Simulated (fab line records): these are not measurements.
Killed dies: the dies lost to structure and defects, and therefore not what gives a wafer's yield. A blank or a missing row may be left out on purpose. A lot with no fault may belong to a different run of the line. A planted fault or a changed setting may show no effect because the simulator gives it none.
Check for tools in common -- flow nand-harc -- Sample size 12 lots and 36 wafers

== THE REASON FOR OPENING IT ==
On 1 of the 12 lots, a flag is raised at NHARC_P_STI_INSPECT_25 on the reading raw-defect-count. Wafers without a fault read 220, standard deviation 80.
Rule: a lot is flagged in two cases, either no wafer of it has a number, or all its wafers with numbers fall more than 4 standard deviations from that mean. As for the other lots, they are considered sound.

lot,measured,on,"raw-defect-count, wafer by wafer",flag
L799,day 4 15:49,defect-inspect-01,368 353 316,
L798,day 4 15:50,defect-inspect-02,181 137 140,
L800,day 5 05:27,defect-inspect-01,107 259 185,
L802,day 5 23:07,defect-inspect-01,282 208 236,
L804,day 6 21:22,defect-inspect-01,240 305 265,
L807,day 8 02:59,defect-inspect-02,654 594 746,FLAGGED
L809,day 8 22:16,defect-inspect-02,213 191 321,
L814,day 11 04:01,defect-inspect-02,193 164 169,
L815,day 11 18:01,defect-inspect-02,291 376 338,
L816,day 12 03:58,defect-inspect-01,216 194 322,
L818,day 12 14:55,defect-inspect-02,107 211 190,
L820,day 13 13:30,defect-inspect-01,485 241 266,
The numbers of the flagged lots are 665 on average: +445 against the usual, or +6 standard deviations.

== WHICH TOOL RAN EACH LOT ==
2 process steps preceding the reading are held in the record, out of 1302 steps in the route. In each cell: the tool, then ch and the chambers that the sampled wafers went through, then the start.
lot,flag,NHARC_P_ZERO_WELL_ETCH_63,NHARC_P_STI_STRIP_24
L799,,"rie-si-01 ch 0,2, day 2 17:40","wet-bench-02 ch 2,4,6, day 4 07:47"
L798,,"rie-si-01 ch 0,1,2, day 2 07:42","wet-bench-04 ch 0,6,7, day 4 07:52"
L800,,"rie-si-01 ch 0,1,2, day 3 03:40","wet-bench-09 ch 2,3,7, day 4 21:10"
L802,,"rie-si-02 ch 1,2,3, day 3 23:40","wet-bench-02 ch 1,3,6, day 5 15:20"
L804,,"rie-si-02 ch 1,2,3, day 4 19:41","wet-bench-02 ch 3,4,7, day 6 13:13"
L807,FLAGGED,"rie-si-03 ch 0,2, day 6 01:40","wet-bench-09 ch 0,1,4, day 7 18:05"
L809,,"rie-si-02 ch 0,1,3, day 6 21:31","wet-bench-02 ch 2,3,4, day 8 14:36"
L814,,"rie-si-01 ch 2,3, day 8 23:50","wet-bench-04 ch 4,6,7, day 10 20:35"
L815,,"rie-si-03 ch 0,2, day 9 09:40","wet-bench-09 ch 2,4,5, day 11 08:33"
L816,,"rie-si-03 ch 0,1,3, day 9 19:34","wet-bench-09 ch 0,2,5, day 11 20:29"
L818,,"rie-si-03 ch 1,2,3, day 10 15:46","wet-bench-09 ch 4,6,7, day 12 07:20"
L820,,"rie-si-03 ch 1,2,3, day 11 11:41","wet-bench-09 ch 1,3,7, day 13 05:29"
What the steps here do:
- NHARC_P_ZERO_WELL_ETCH_63: etches the open film in HBr/Cl2, target depth 120 nm, time 40.1 s.
- NHARC_P_STI_STRIP_24: strips Si3N4 in H3PO4.
- NHARC_P_STI_INSPECT_25

== FLAGGED OVER TOTAL, TOOL BY TOOL (the gauges that took the reading come last) ==
step,tool,lots run,flagged,share of the flagged lots,sound lots run after its first flagged lot
NHARC_P_ZERO_WELL_ETCH_63,rie-si-01,4,0,none,-
NHARC_P_ZERO_WELL_ETCH_63,rie-si-02,3,0,none,-
NHARC_P_ZERO_WELL_ETCH_63,rie-si-03,5,1,all,"4 (L815,L816,L818,L820)"
NHARC_P_STI_STRIP_24,wet-bench-02,4,0,none,-
NHARC_P_STI_STRIP_24,wet-bench-04,2,0,none,-
NHARC_P_STI_STRIP_24,wet-bench-09,6,1,all,"4 (L815,L816,L818,L820)"
NHARC_P_STI_INSPECT_25,defect-inspect-01,6,0,none,-
NHARC_P_STI_INSPECT_25,defect-inspect-02,6,1,all,"4 (L809,L814,L815,L818)"

== WHAT IS ALLOWED BY THE TABLE ==
In the table, 3 rows ran each flagged lot (rie-si-03 at NHARC_P_ZERO_WELL_ETCH_63; wet-bench-09 at NHARC_P_STI_STRIP_24; defect-inspect-02 at NHARC_P_STI_INSPECT_25).
- rie-si-03 at NHARC_P_ZERO_WELL_ETCH_63 ran 5 lots, 1 of them flagged. Lots that were sound ran on it after the first flagged one (L815, L816, L818, L820); a persistent fault on the entire tool would not allow that.
- wet-bench-09 at NHARC_P_STI_STRIP_24 ran 6 lots, 1 of them flagged. Lots that were sound ran on it after the first flagged one (L815, L816, L818, L820); a persistent fault on the entire tool would not allow that.
- defect-inspect-02 at NHARC_P_STI_INSPECT_25 ran 6 lots, 1 of them flagged. Lots that were sound ran on it after the first flagged one (L809, L814, L815, L818); a persistent fault on the entire tool would not allow that.
Every row of the table either missed a flagged lot or ran a sound lot after the first.

== WHAT THE SIMULATOR HAD PUT IN ==
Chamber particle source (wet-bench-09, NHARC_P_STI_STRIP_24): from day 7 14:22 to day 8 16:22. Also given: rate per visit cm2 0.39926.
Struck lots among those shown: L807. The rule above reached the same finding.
